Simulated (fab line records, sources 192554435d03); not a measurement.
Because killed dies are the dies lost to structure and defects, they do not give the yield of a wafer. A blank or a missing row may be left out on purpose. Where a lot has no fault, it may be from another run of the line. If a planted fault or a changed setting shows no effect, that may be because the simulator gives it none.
Chamber matching / flow n5-finfet / N5_SDB_HM_DEP_00 on pecvd-03 has 3 sister chambers
The step deposits SiNx from SiH4/NH3/N2, target thk 40 nm, time 35.3 s. 6 wafers are shown with their chamber, then 9 later ones without.

== WAFERS, EACH WITH ITS CHAMBER ==
wafer=L090.1; chamber=1; showerhead-plenum-p-Torr (Torr)=5.11; heater-power-w (W)=893
wafer=L090.2; chamber=0; showerhead-plenum-p-Torr (Torr)=5.12; heater-power-w (W)=778
wafer=L090.6; chamber=0; showerhead-plenum-p-Torr (Torr)=5.10; heater-power-w (W)=768
wafer=L093.1; chamber=2; showerhead-plenum-p-Torr (Torr)=5.21; heater-power-w (W)=1015
wafer=L093.5; chamber=1; showerhead-plenum-p-Torr (Torr)=5.11; heater-power-w (W)=843
wafer=L093.6; chamber=2; showerhead-plenum-p-Torr (Torr)=5.22; heater-power-w (W)=1019

== WAFERS MISSING THEIR CHAMBER ==
wafer=L094.2; showerhead-plenum-p-Torr (Torr)=5.20; heater-power-w (W)=908
wafer=L094.3; showerhead-plenum-p-Torr (Torr)=5.11; heater-power-w (W)=886
wafer=L094.5; showerhead-plenum-p-Torr (Torr)=5.11; heater-power-w (W)=909
wafer=L095.1; showerhead-plenum-p-Torr (Torr)=5.22; heater-power-w (W)=886
wafer=L095.2; showerhead-plenum-p-Torr (Torr)=5.12; heater-power-w (W)=711
wafer=L095.4; showerhead-plenum-p-Torr (Torr)=5.21; heater-power-w (W)=922
wafer=L096.1; showerhead-plenum-p-Torr (Torr)=5.21; heater-power-w (W)=1040
wafer=L096.3; showerhead-plenum-p-Torr (Torr)=5.11; heater-power-w (W)=704
wafer=L096.5; showerhead-plenum-p-Torr (Torr)=5.10; heater-power-w (W)=709

== EACH ONE'S CHAMBER ==
wafer=L094.2; from the rows above=2; in truth=2
wafer=L094.3; from the rows above=1; in truth=1
wafer=L094.5; from the rows above=1; in truth=1
wafer=L095.1; from the rows above=2; in truth=2
wafer=L095.2; from the rows above=0; in truth=0
wafer=L095.4; from the rows above=2; in truth=2
wafer=L096.1; from the rows above=2; in truth=2
wafer=L096.3; from the rows above=0; in truth=0
wafer=L096.5; from the rows above=0; in truth=0
Correctly placed: 9 of 9. From these rows, 0 cannot be placed. Number placed wrongly: 0.
How it was worked out, from the rows above alone: a wafer's distance from a chamber is the root of the sum, over the readings, of the square of ((its reading less the chamber's mean) divided by the reading's scatter). The wafer belongs to the nearest chamber; if the next one is less than 2 further off, it can't be placed. A chamber's mean is the mean of its shown wafers. The scatter: the root of (the sum of the squares of (reading less its chamber's mean) over the shown wafers, divided by (wafers less chambers)).
